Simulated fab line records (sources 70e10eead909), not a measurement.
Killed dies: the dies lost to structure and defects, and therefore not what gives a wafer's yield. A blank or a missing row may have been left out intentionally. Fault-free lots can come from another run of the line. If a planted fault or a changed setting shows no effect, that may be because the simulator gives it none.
Chamber matching ; flow nandHarc ; NHARC_A_WL_FILL_STRIP_29 on rieDiel-02: 4 sister chambers
The step strips in O2, time 20 s. 18 wafers are shown with their chamber, then 9 later ones without.

## EACH WAFER AND ITS CHAMBER
wafer;chamber;drypumpMotorCurrentA (A);oesProductAu (a.u.);throttleValvePct (%)
L077.4;0;5.2;1.010;17.006
L077.5;2;5.7;1.010;17.036
L077.6;3;5.9;0.999;17.031
L078.1;0;5.2;0.995;17.031
L078.2;1;4.9;0.981;17.040
L078.6;3;5.9;0.997;17.046
L079.2;0;5.2;1.012;17.037
L079.3;1;5.0;0.994;17.025
L079.5;1;5.0;1.001;17.009
L079.1;2;5.7;1.003;17.023
L079.4;3;5.9;1.014;17.043
L079.6;0;5.1;1.006;17.036
L081.2;1;5.0;0.995;17.053
L081.3;0;5.2;1.007;17.040
L081.4;2;5.7;1.000;17.030
L086.2;1;5.0;1.006;17.029
L086.5;0;5.2;1.022;17.033
L086.6;1;5.0;1.006;17.034

SIGNATURES (means of the wafers above)
reading;chamber 0;chamber 1;chamber 2;chamber 3;scatter within a chamber
drypumpMotorCurrentA;5.183;4.983;5.700;5.900;0.0345
oesProductAu;1.00867;0.99717;1.00433;1.00333;0.0087
throttleValvePct;17.03050;17.03167;17.02967;17.04000;0.0122
Rule: a wafer lies at a distance from a chamber equal to the root of the sum of squares, over the readings, of (its reading less the chamber's mean, divided by the reading's scatter). The wafer belongs to the nearest chamber; if the next one is less than 2 further off, it can't be placed. The scatter: the root of (the sum of the squares of (reading less its chamber's mean) over the shown wafers, divided by (wafers less chambers)).

## WAFERS WITHOUT THEIR CHAMBER
wafer;drypumpMotorCurrentA (A);oesProductAu (a.u.);throttleValvePct (%)
L093.1;4.9;1.006;17.037
L093.2;5.2;1.007;17.024
L093.5;5.9;1.008;17.047
L095.2;5.0;1.007;17.046
L095.4;5.9;0.999;17.021
L095.5;5.0;1.004;17.032
L097.2;5.7;1.012;17.030
L097.4;5.9;0.996;17.036
L097.6;5.7;1.016;17.039

## WHICH CHAMBER EACH WENT THROUGH
wafer;from the rows above;in truth
L093.1;1;1
L093.2;0;0
L093.5;3;3
L095.2;1;1
L095.4;3;3
L095.5;1;1
L097.2;2;2
L097.4;3;3
L097.6;2;2
Placed correctly: 9 of 9. From these rows, 0 cannot be placed. Number placed wrongly: 0.
